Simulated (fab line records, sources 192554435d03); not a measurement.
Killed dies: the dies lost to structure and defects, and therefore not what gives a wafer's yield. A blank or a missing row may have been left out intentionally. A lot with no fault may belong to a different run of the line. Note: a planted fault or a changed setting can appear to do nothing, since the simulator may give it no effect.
Split-lot experiment | flow n5_finfet | 39 wafers read across 7 lots, on a route 1938 steps long

== SPLIT DETAILS ==
At N5_BEOL_M2_ALD_98 (deposits SiO2, target thk 2.5 nm, pulse time 1 s, co reactant pulse time 1 s), the setting ald_cycles was moved away from the recipe's 17 on 12 of the 39 wafers read, by -58.8% to +41.2%. The other wafers ran this setting at the recipe's value.

Reading taken at the split's own step.

== THE READING ==
SiO2_of_BEOL_M2_ALD_98.thk_nm (the simulator's own value, which no gauge read), in nm, at N5_BEOL_M2_ALD_98 (deposits SiO2, target thk 2.5 nm, pulse time 1 s, co reactant pulse time 1 s). The file gives no usual value for it. Across the 27 wafers here that went through the recipe, the average is 2.5 nm and the standard deviation 0.1 nm.

wafer  | tool, chamber at the split | ald_cycles as run | against the recipe | SiO2_of_BEOL_M2_ALD_98.thk_nm, nm | against lot-mates on the recipe
L081.1 | ald_sin-04, 0,2,0          | 17                | recipe             | 2.4                               | -
L081.2 | ald_sin-04, 0,2,0          | 17                | recipe             | 2.4                               | -
L081.5 | ald_sin-04, 0,2,0          | 17                | recipe             | 2.4                               | -
L081.3 | ald_sin-04, 3,1,1          | 14                | -17.6%             | 2                                 | -0.4
L081.4 | ald_sin-04, 3,1,1          | 14                | -17.6%             | 2                                 | -0.4
L081.6 | ald_sin-04, 3,1,1          | 14                | -17.6%             | 2                                 | -0.4
L083.2 | ald_sin-03, 3,2,3          | 17                | recipe             | 2.6                               | -
L083.5 | ald_sin-03, 3,2,3          | 17                | recipe             | 2.6                               | -
L083.6 | ald_sin-03, 3,2,3          | 17                | recipe             | 2.6                               | -
L085.1 | ald_sin-03, 2              | 17                | recipe             | 2.6                               | -
L085.2 | ald_sin-03, 1,0,2          | 7                 | -58.8%             | 1                                 | -1.5
L085.4 | ald_sin-03, 1,0,2          | 7                 | -58.8%             | 1                                 | -1.5
L085.5 | ald_sin-03, 1,0,2          | 7                 | -58.8%             | 1                                 | -1.5
L085.3 | ald_sin-03, 3              | 17                | recipe             | 2.4                               | -
L085.6 | ald_sin-03, 3              | 17                | recipe             | 2.4                               | -
L092.1 | ald_sin-04, 1,3,0,2,2      | 17                | recipe             | 2.4                               | -
L092.2 | ald_sin-04, 1,3,0,2,2      | 17                | recipe             | 2.4                               | -
L092.3 | ald_sin-04, 1,3,0,2,2      | 17                | recipe             | 2.4                               | -
L092.4 | ald_sin-04, 1,3,0,2,2      | 17                | recipe             | 2.4                               | -
L092.6 | ald_sin-04, 1,3,0,2,2      | 17                | recipe             | 2.4                               | -
L092.5 | ald_sin-04, 1              | 17                | recipe             | 2.6                               | -
L091.1 | ald_sin-04, 1,3,2,2,1      | 17                | recipe             | 2.6                               | -
L091.2 | ald_sin-04, 1,3,2,2,1      | 17                | recipe             | 2.6                               | -
L091.4 | ald_sin-04, 1,3,2,2,1      | 17                | recipe             | 2.6                               | -
L091.5 | ald_sin-04, 1,3,2,2,1      | 17                | recipe             | 2.6                               | -
L091.6 | ald_sin-04, 1,3,2,2,1      | 17                | recipe             | 2.6                               | -
L091.3 | ald_sin-04, 0              | 17                | recipe             | 2.4                               | -
L093.1 | ald_sin-02, 1,0            | 21                | +23.5%             | 3                                 | +0.4
L093.2 | ald_sin-02, 1,0            | 21                | +23.5%             | 3                                 | +0.4
L093.3 | ald_sin-02, 2,3,1          | 17                | recipe             | 2.6                               | -
L093.4 | ald_sin-02, 2,3,1          | 17                | recipe             | 2.6                               | -
L093.6 | ald_sin-02, 2,3,1          | 17                | recipe             | 2.6                               | -
L093.5 | ald_sin-02, 0              | 21                | +23.5%             | 3.2                               | +0.6
L096.1 | ald_sin-03, 0,3,2          | 24                | +41.2%             | 3.6                               | +1.2
L096.2 | ald_sin-03, 0,3,2          | 24                | +41.2%             | 3.6                               | +1.2
L096.3 | ald_sin-03, 0,3,2          | 24                | +41.2%             | 3.6                               | +1.2
L096.4 | ald_sin-03, 1,0,3          | 17                | recipe             | 2.4                               | -
L096.5 | ald_sin-03, 1,0,3          | 17                | recipe             | 2.4                               | -
L096.6 | ald_sin-03, 1,0,3          | 17                | recipe             | 2.4                               | -
The file does not say which wafer passed through which chamber wherever a row lists several chambers: such a row stands for several wafers.

FIT RESULTS
A straight line over all 39 wafers: SiO2_of_BEOL_M2_ALD_98.thk_nm changes by +0.0258 nm for each +1% of ald_cycles; r = +0.99; the points scatter about the line by 0.092 nm.
The same after taking each lot's own level away (the mean of its wafers on the recipe; 39 wafers): +0.0255 nm for each +1%; r = +0.99; scatter 0.082 nm.
On that fit, the largest move of ald_cycles shifts the reading by 1.5 nm.
The span of the lots' own levels, 2.40 to 2.60 nm, comes to 2.0 times the standard deviation stated above.
Hence the lot-to-lot level has little effect on the slope; both slopes agree.
Check: -1.5 nm against its lot-mates is what the line predicts for one of the wafers moved furthest among these (-58.8%) when that wafer is left out of the fit. It came out at -1.47 nm against them.

== THE OTHER SPLITS THESE WAFERS WENT THROUGH ==
Other splits were also applied to these wafers ahead of the reading. Each is held against what the fit with the lots' levels taken away leaves over:
other split on the same wafers                    | wafers away from the commonest value | r with SiO2_of_BEOL_M2_ALD_98.thk_nm (lot level and that fit taken away)
N5_PMOS_HMC_CHANNEL_EPI_DEVELOP_08 develop_time_s | 9                                    | +0.00
N5_DUMMY_GATE_ETCH_44 target_depth_a              | 6                                    | +0.17
N5_SDB_CUT_ETCH_26 target_depth_a                 | 12                                   | +0.12
N5_MOL_CONTACT_COAG_VIA_ETCH_117 target_depth_a   | 12                                   | +0.24

== THE FILE'S OWN FIT ==
SiO2_of_BEOL_M2_ALD_98.thk_nm changes by +0.0255 nm for each +1% of ald_cycles, r = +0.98.
